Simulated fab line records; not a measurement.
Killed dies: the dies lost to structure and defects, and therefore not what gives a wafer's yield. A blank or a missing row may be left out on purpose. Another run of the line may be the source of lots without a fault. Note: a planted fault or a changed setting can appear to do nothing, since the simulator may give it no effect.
fab line records	flow n5-finfet
[record] lots = 11	wafers = 33	last-day = 16
route steps=1938 shown BEOL_M10@1509
lots untouched by any fault: they come from a run of this same line in which no faults occurred
start-h: the number of hours between the record's first day and the start of the first shown wafer of the lot	wait-h: hours since the lot's step before	" unchanged from the row above	L1.1+2: several wafers, shown together as one row	- no value present, or no start provided	* or withheld: withheld	< > ~ a bound
route shown NAME@n: a module of which the file shows steps, and the number in the route of the first	usual: average and standard deviation across the fault-free wafers	same: alike in all rows	chamber/n: place in a boat	sites: each site's reading	_std_site: their standard deviation	_edge_site: inner sites' mean taken away from outer sites' mean	radius-mm: how far each site lies from the wafer's centre	mask NAME#n: copy n	behind: tool/chamber where the wafer was last shaped	hold: why the lot went on hold/how many hours it stayed there/how the hold came to an end	device: whichever transistor did not switch (one of n, p or np)	end of line: the tests these same wafers got at the end of their route	a step without rows: its recipe alone	killed: dies lost to structure and defects at the first sort, not the wafer's yield	map: dies across one wafer; x = killed, . = not, _ = none there
set.NAME: the setting that was run; set.NAME@STEP: the one run at that earlier step	model.NAME: the simulator's own value behind a step, which no gauge read
the route's steps for a sample of lots (tables are steps, rows are wafers)
services: a tool's chamber out of use, with start hour (start-h, from the record's first day; less than 0 if before it), hours out, and reason
[[steps]]
[step N5_BEOL_M10_VIA_ETCH_34]
[recipe] chemistry = C4F6/O2	target = SiCOH_lowk	target-depth-a = 1845	mask-material = SOC	taper-deg = 4	time-s = 69.2	ion-energy-ev = 250	pressure-mtorr = 30	source-w = 345	bias-w = 185	Ar_flow_sccm = 300	C4F6_flow_sccm = 10	O2_flow_sccm = 10
[usual] drypump-motor-current-A = 5.5/0.44	oes-product-au = 0.81/0.073	rf-vpp-V = 663/5.2	showerhead-plenum-p-Torr = 2.84/0.1	throttle-valve-pct = 20.89/0.22
lot.wafer	tool	chamber	start-h	wait-h	drypump-motor-current-A	oes-product-au	rf-hours-counter-h	rf-vpp-V	showerhead-plenum-p-Torr	throttle-valve-pct
L173.1	rie-diel-01	2	218.95	0.0	5.3	0.78	128	659	2.73	20.67
L173.4	"	0	"	"	6.2	0.68	240	659	2.82	21.38
L173.5	"	2	"	"	5.3	0.76	-	659	2.73	20.67
L174.2	rie-diel-01	2	228.01	0.0	5.3	0.76	132	658	2.73	20.68
L174.4	"	0	"	"	6.2	0.68	243	658	2.82	21.35
L174.6	"	2	"	"	5.3	0.76	-	658	2.73	20.67
L176.1	rie-diel-06	1	236.71	0.0	6.3	0.84	61	658	3.01	21.05
L176.2	"	2	"	"	5.8	0.70	233	659	2.81	21.13
L176.5	"	0	"	"	4.8	0.82	-	668	2.99	21.07
L175.1	rie-diel-01	0	238.90	0.0	6.2	0.68	247	659	2.81	21.39
L175.2	"	2	"	"	5.3	0.76	136	659	2.73	20.69
L175.4	"	1	"	"	5.7	0.68	245	664	2.81	21.09
L178.3	rie-diel-01	1	247.02	0.0	5.6	0.67	248	663	2.81	21.09
L178.4	"	1	"	"	5.6	0.67	-	662	2.81	21.10
L178.6	"	3	"	"	5.3	0.78	-	667	2.75	20.56
L179.3	rie-diel-01	3	254.23	0.0	5.4	0.78	125	667	2.75	20.56
L179.5	"	1	"	"	5.7	0.67	-	663	2.81	21.12
L179.6	"	3	"	"	5.3	0.77	-	666	2.75	20.56
L182.1	rie-diel-06	0	263.80	0.0	4.8	0.81	87	665	2.98	21.07
L182.2	"	3	"	"	5.7	0.93	10	669	2.91	21.01
L182.3	"	1	"	"	6.2	0.83	73	656	3.01	21.06
L181.2	rie-diel-01	0	264.37	0.0	6.2	0.99	0	659	2.81	21.00
L181.4	"	0	"	"	6.2	0.99	-	659	2.81	21.00
L181.6	"	2	"	"	5.3	0.75	-	659	2.72	20.69
L185.2	rie-diel-05	3	292.03	0.0	5.0	0.83	66	674	3.00	20.83
L185.3	"	0	"	"	5.5	0.82	76	662	2.77	20.73
L185.6	"	1	"	"	6.1	0.85	-	661	2.88	20.61
L190.2	rie-diel-06	0	330.57	0.0	4.8	0.80	113	665	2.97	21.10
L190.5	"	1	"	"	6.2	0.79	-	657	2.99	21.13
L190.6	"	0	"	"	4.8	0.80	-	668	2.97	21.10
L191.1	rie-diel-06	2	334.89	0.0	5.8	0.95	5	657	2.80	20.81
L191.2	"	3	"	"	5.7	0.87	40	668	2.90	21.03
L191.4	"	3	"	"	5.7	0.86	-	668	2.90	21.04
[step N5_BEOL_M10_STRIP_36]
[recipe] chemistry = N2/H2	power-w = 450	temp-c = 40	pressure-mtorr = 20	rf-frequency-hz = 6e+07	overash-fraction = 0.3	bias-power-w = 7	h2-frac = 0.5	n2-flow-sccm = 200	h2-flow-sccm = 200
[usual] drypump-motor-current-A = 5.5/0.43	h2-flow-sccm = 200.0/0.55	oes-product-au = 0.81/0.072	rf-vpp-V = 59.0/1.9	showerhead-plenum-p-Torr = 2.53/0.094	throttle-valve-pct = 23.61/0.21
lot.wafer	tool	chamber	start-h	wait-h	drypump-motor-current-A	h2-flow-sccm	oes-product-au	rf-hours-counter-h	rf-vpp-V	showerhead-plenum-p-Torr	throttle-valve-pct
L173.1	rie-diel-01	2	219.01	0.0	5.3	199.2	0.76	129	60.4	2.44	23.74
L173.4	"	0	"	"	6.2	199.8	0.69	240	56.4	2.51	24.02
L173.5	"	2	"	"	5.3	199.5	0.77	-	60.0	2.44	23.70
L174.2	rie-diel-01	2	228.07	0.0	5.3	200.4	0.77	132	57.6	2.44	23.74
L174.4	"	0	"	"	6.2	201.1	0.68	243	60.0	2.51	24.08
L174.6	"	2	"	"	5.3	200.1	0.76	-	57.4	2.44	23.73
L176.1	rie-diel-06	1	236.77	0.0	6.3	200.0	0.83	61	61.7	2.69	23.86
L176.2	"	2	"	"	5.8	200.3	0.70	233	54.4	2.50	23.77
L176.5	"	0	"	"	4.8	200.9	0.81	-	58.6	2.67	23.63
L175.1	rie-diel-01	0	238.96	0.0	6.2	200.3	0.67	247	59.4	2.51	24.08
L175.2	"	2	"	"	5.3	200.8	0.75	136	61.0	2.44	23.72
L175.4	"	1	"	"	5.7	199.2	0.69	245	58.0	2.49	23.73
L178.3	rie-diel-01	1	247.08	0.0	5.7	199.9	0.68	248	59.9	2.49	23.77
L178.4	"	1	"	"	5.6	199.1	0.68	-	58.9	2.49	23.79
L178.6	"	3	"	"	5.3	199.3	0.77	-	59.0	2.45	23.42
L179.3	rie-diel-01	3	254.29	0.0	5.4	199.6	0.77	125	59.9	2.44	23.45
L179.5	"	1	"	"	5.6	199.2	0.68	-	59.8	2.49	23.77
L179.6	"	3	"	"	5.4	200.3	0.79	-	59.6	2.44	23.42
L182.1	rie-diel-06	0	263.87	0.0	4.8	199.0	0.81	87	59.9	2.67	23.60
L182.2	"	3	"	"	5.7	199.7	0.92	10	58.3	2.59	23.60
L182.3	"	1	"	"	6.3	200.5	0.82	73	58.8	2.68	23.90
L181.2	rie-diel-01	0	264.43	0.0	6.2	199.7	1.00	0	60.7	2.51	23.72
L181.4	"	0	"	"	6.2	199.6	1.00	-	58.1	2.51	23.78
L181.6	"	2	"	"	5.3	199.3	0.75	-	59.5	2.43	23.71
L185.2	rie-diel-05	3	292.09	0.0	5.0	200.2	0.83	66	63.2	2.68	23.23
L185.3	"	0	"	"	5.5	201.4	0.82	76	56.1	2.46	23.46
L185.6	"	1	"	"	6.1	199.9	0.84	-	58.6	2.57	23.42
L190.2	rie-diel-06	0	330.64	0.0	4.8	200.0	0.79	113	57.5	2.66	23.59
L190.5	"	1	"	"	6.2	199.5	0.80	-	59.6	2.67	23.92
L190.6	"	0	"	"	4.8	199.3	0.77	-	59.5	2.65	23.63
L191.1	rie-diel-06	2	334.95	0.0	5.8	200.1	0.94	5	59.4	2.49	23.50
L191.2	"	3	"	"	5.7	199.7	0.86	40	56.5	2.58	23.63
L191.4	"	3	"	"	5.7	200.3	0.85	-	60.0	2.58	23.64
[step N5_BEOL_M10_CVD_75]
[recipe] material = Co	target-thk-a = 20	temp-c = withheld	precursor = CCTBA/H2	pressure-torr = 30	time-s = 138.9
[usual] run-length-s = 162.1/0.42
lot.wafer	tool	chamber	start-h	wait-h	run-length-s
L173.1	cvd-co-02	1	220.56	0.0	161.9
L173.4	"	0	"	"	162.3
L173.5	"	2	"	"	162.2
L174.2	cvd-co-01	0	230.74	0.1	162.4
L174.4	"	0	"	"	163.1
L174.6	"	1	"	"	162.1
L176.1	cvd-co-01	0	239.92	0.0	163.1
L176.2	"	1	"	"	162.5
L176.5	"	1	"	"	162.2
L175.1	cvd-co-02	0	240.51	0.1	162.1
L175.2	"	1	"	"	161.8
L175.4	"	1	"	"	161.5
L178.3	cvd-co-01	1	248.88	0.2	161.7
L178.4	"	2	"	"	161.8
L178.6	"	0	"	"	162.3
L179.3	cvd-co-01	2	255.72	0.1	161.8
L179.5	"	0	"	"	162.4
L179.6	"	2	"	"	161.4
L182.1	cvd-co-01	1	266.26	0.0	161.9
L182.2	"	2	"	"	161.7
L182.3	"	0	"	"	162.5
L181.2	cvd-co-02	1	266.55	0.0	162.0
L181.4	"	2	"	"	162.6
L181.6	"	1	"	"	161.5
L185.2	cvd-co-01	1	294.31	0.0	162.3
L185.3	"	0	"	"	162.4
L185.6	"	2	"	"	162.3
L190.2	cvd-co-01	0	332.29	0.0	162.8
L190.5	"	1	"	"	161.8
L190.6	"	0	"	"	88.5
L191.1	cvd-co-01	2	336.57	0.0	87.9
L191.2	"	0	"	"	162.4
L191.4	"	0	"	"	162.4
[step N5_BEOL_M10_INSPECT_58]
[recipe] inspect-instrument = darkfield	mode = post-dep
[usual] raw-defect-count = 64/20
lot.wafer	tool	chamber	start-h	wait-h	raw-defect-count
L173.1	defect-inspect-02	-	224.94	0.0	93
L173.4	"	-	"	"	39
L173.5	"	-	"	"	63
L174.2	defect-inspect-01	-	232.46	0.0	67
L174.4	"	-	"	"	62
L174.6	"	-	"	"	68
L176.1	defect-inspect-01	-	241.25	0.0	43
L176.2	"	-	"	"	37
L176.5	"	-	"	"	33
L175.1	defect-inspect-02	-	241.91	0.0	113
L175.2	"	-	"	"	37
L175.4	"	-	"	"	87
L178.3	defect-inspect-01	-	250.56	0.0	48
L178.4	"	-	"	"	66
L178.6	"	-	"	"	60
L179.3	defect-inspect-01	-	259.15	0.0	71
L179.5	"	-	"	"	65
L179.6	"	-	"	"	62
L182.1	defect-inspect-02	-	267.62	0.0	43
L182.2	"	-	"	"	56
L182.3	"	-	"	"	41
L181.2	defect-inspect-02	-	267.90	0.0	40
L181.4	"	-	"	"	51
L181.6	"	-	"	"	67
L185.2	defect-inspect-01	-	296.38	0.0	59
L185.3	"	-	"	"	74
L185.6	"	-	"	"	61
L190.2	defect-inspect-01	-	334.23	0.0	74
L190.5	"	-	"	"	60
L190.6	"	-	"	"	82
L191.1	defect-inspect-01	-	338.37	0.0	62
L191.2	"	-	"	"	90
L191.4	"	-	"	"	66
[[services]]
tool	chamber	start-h	hours	kind
cvd-co-01	1	205.77	4.3	repair
cvd-co-01	0	208.60	9.6	repair
rie-diel-06	3	217.63	-	clean
rie-diel-06	3	217.63	-	consumable-replace:focus-ring
cvd-co-02	-	227.63	6.0	pm
cvd-co-02	-	243.17	20.8	repair
rie-diel-01	0	246.77	-	clean
rie-diel-01	0	246.77	-	consumable-replace:focus-ring
rie-diel-01	0	246.77	17.1	scheduled-down
rie-diel-01	0	246.77	17.1	vent-cycle
rie-diel-06	0	248.46	12.2	repair
rie-diel-06	2	253.30	11.7	repair
rie-diel-01	1	263.83	-	clean
rie-diel-01	1	263.83	-	consumable-replace:focus-ring
rie-diel-01	1	263.83	23.1	scheduled-down
rie-diel-01	1	263.83	23.1	vent-cycle
rie-diel-06	2	297.24	-	clean
rie-diel-06	2	297.24	-	consumable-replace:focus-ring
cvd-co-02	-	313.75	2.8	pm
rie-diel-06	0	323.11	6.4	repair
cvd-co-02	1	323.28	5.4	repair
cvd-co-01	2	325.04	3.4	repair
rie-diel-05	-	328.94	1.0	repair
rie-diel-06	1	331.98	7.0	repair
[[key]]
[first-sign] step = N5_BEOL_M10_CVD_75	reading = run-length-s	direction = down	sigmas = 99+	usual = *	struck = *
effect none on later readings
met-at N5_BEOL_M10_CVD_75
struck-lots L190,L191
struck-wafers L190.6,L191.1
not-acting-at N5_BEOL_M10_VIA_ETCH_34,N5_BEOL_M10_STRIP_36,N5_BEOL_M10_INSPECT_58
onset-between 294.31 332.29
[fault] kind = process-parameter-drift	tool = cvd-co-01	chamber = -	onset-h = 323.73	steps = N5_BEOL_M10_CVD_75	channel = time-s	offset = *	shape = step	end-h = 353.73	scope = struck-wafers-only	acts-in = *	stated = *
